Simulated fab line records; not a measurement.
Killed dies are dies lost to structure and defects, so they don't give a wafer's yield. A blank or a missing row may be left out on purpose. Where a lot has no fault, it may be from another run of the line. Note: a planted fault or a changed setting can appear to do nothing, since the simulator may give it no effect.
Split-lot trial    flow n5 finfet    21 wafers read from 7 lots, route of 1938 steps

SPLIT DETAILS
At N5_BEOL_M2_DESCUM_33 (chemistry O2, time 7 s), the setting time s was moved away from the recipe's 7 s on 8 of the 21 wafers read, by -15.9% to +20.1%. The other wafers ran this setting at the recipe's value.

FROM THE SPLIT TO THE READING: what the file shows between them, 3 steps
- N5_BEOL_M2_ETCH_77: etches underlayer in N2/H2, target depth 6.5 nm, time 5.2 s
- N5_BEOL_M2_ETCH_69: etches SiARC in CF4, target depth 15.6 nm, time 26 s
- N5_BEOL_M2_ALD_98: deposits SiO2, target thk 2.5 nm, pulse time 1 s, co reactant pulse time 1 s

THE READING
CAR-EUV_of_BEOL_M2_COAT_22.thk nm (the simulator's own value, which no gauge read), in nm, at N5_BEOL_M2_ETCHBACK_99 (etches SiO2 in CHF3, target depth 5 nm, time 10.4 s). No usual value for it is given in the file. Here, 13 wafers ran the recipe; their average is 10.5 nm with a standard deviation of 0.097 nm.

wafer   tool, chamber at the split  time s as run, s  against the recipe  CAR-EUV_of_BEOL_M2_COAT_22.thk nm, nm  against lot-mates on the recipe
L074.1  rie diel-03, 0,1            7                 recipe              10.4                                   -
L074.4  rie diel-03, 0,1            7                 recipe              10.4                                   -
L074.3  rie diel-03, 2              8.405             +20.1%              9.8                                    -0.6
L076.1  rie diel-05, 0,3            7                 recipe              10.6                                   -
L076.2  rie diel-05, 0,3            7                 recipe              10.6                                   -
L076.5  rie diel-05, 2              7                 recipe              10.4                                   -
L077.1  rie diel-03, 1,2            7                 recipe              10.4                                   -
L077.4  rie diel-03, 1,2            7                 recipe              10.4                                   -
L077.5  rie diel-03, 3              7.777             +11.1%              10                                     -0.4
L079.2  rie diel-03, 2              7                 recipe              10.6                                   -
L079.3  rie diel-03, 0              8.292             +18.5%              9.8                                    -0.8
L079.6  rie diel-03, 0              8.292             +18.5%              10                                     -0.6
L084.1  rie diel-05, 1              7                 recipe              10.6                                   -
L084.3  rie diel-05, 2              7.789             +11.3%              10.2                                   -0.4
L084.4  rie diel-05, 3              7.789             +11.3%              10                                     -0.6
L090.1  rie diel-05, 0,3,3          7                 recipe              10.4                                   -
L090.6  rie diel-05, 0,3,3          7                 recipe              10.4                                   -
L090.2  rie diel-05, 0,3,3          7                 recipe              10.6                                   -
L091.1  rie diel-05, 0,1            5.889             -15.9%              11                                     +0.6
L091.3  rie diel-05, 0,1            5.889             -15.9%              11                                     +0.6
L091.6  rie diel-05, 2              7                 recipe              10.4                                   -
The file does not say which wafer passed through which chamber wherever a row lists several chambers: such a row stands for several wafers.

FIT RESULTS
A straight line over all 21 wafers: CAR-EUV_of_BEOL_M2_COAT_22.thk nm changes by -0.0331 nm for each +1% of time s; r = -0.96; the points scatter about the line by 0.097 nm.
The same after taking each lot's own level away (the mean of its wafers on the recipe; 21 wafers): -0.0369 nm for each +1%; r = -0.97; scatter 0.082 nm.
According to that fit, moving time s by its largest amount changes the reading by 0.74 nm.
From 10.40 to 10.60 nm: that is the span of the lots' own levels, equal to 2.1 times the standard deviation above.
Thus the slope moves with the lot-to-lot level: the two fits are different.
Check: -0.781 nm against its lot-mates is what the line predicts for one of the wafers moved furthest among these (+20.1%) when that wafer is left out of the fit. It came out at -0.6 nm against them.

OTHER SPLITS APPLIED TO THESE WAFERS
These wafers also went through other splits before the reading. Each is held against what the fit with the lots' levels taken away leaves over:
other split on the same wafers  wafers away from the commonest value  r with CAR-EUV_of_BEOL_M2_COAT_22.thk nm (lot level and that fit taken away)
N5_BEOL_M1_COAT_61 spin rpm     6                                     +0.13

THE WHOLE CHAIN: every reading that the file lists as answering this split, in the file's order
step                    what it does                                                 reading                                                                             change (the file's fit)                 r (the file's)
N5_BEOL_M2_DESCUM_33    chemistry O2, time 7 s                                       CAR-EUV_of_BEOL_M2_COAT_22.thk nm (the simulator's own value, which no gauge read)  -0.0346 nm for each +1% of the setting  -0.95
N5_BEOL_M2_ETCH_77      etches underlayer in N2/H2, target depth 6.5 nm, time 5.2 s  CAR-EUV_of_BEOL_M2_COAT_22.thk nm (the simulator's own value, which no gauge read)  -0.0312 nm for each +1% of the setting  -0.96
N5_BEOL_M2_ETCH_69      etches SiARC in CF4, target depth 15.6 nm, time 26 s         CAR-EUV_of_BEOL_M2_COAT_22.thk nm (the simulator's own value, which no gauge read)  -0.0343 nm for each +1% of the setting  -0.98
N5_BEOL_M2_ETCHBACK_99  etches SiO2 in CHF3, target depth 5 nm, time 10.4 s          CAR-EUV_of_BEOL_M2_COAT_22.thk nm (the simulator's own value, which no gauge read)  -0.0358 nm for each +1% of the setting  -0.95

THE FILE'S OWN FIT
CAR-EUV_of_BEOL_M2_COAT_22.thk nm changes by -0.0358 nm for each +1% of time s, r = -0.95.
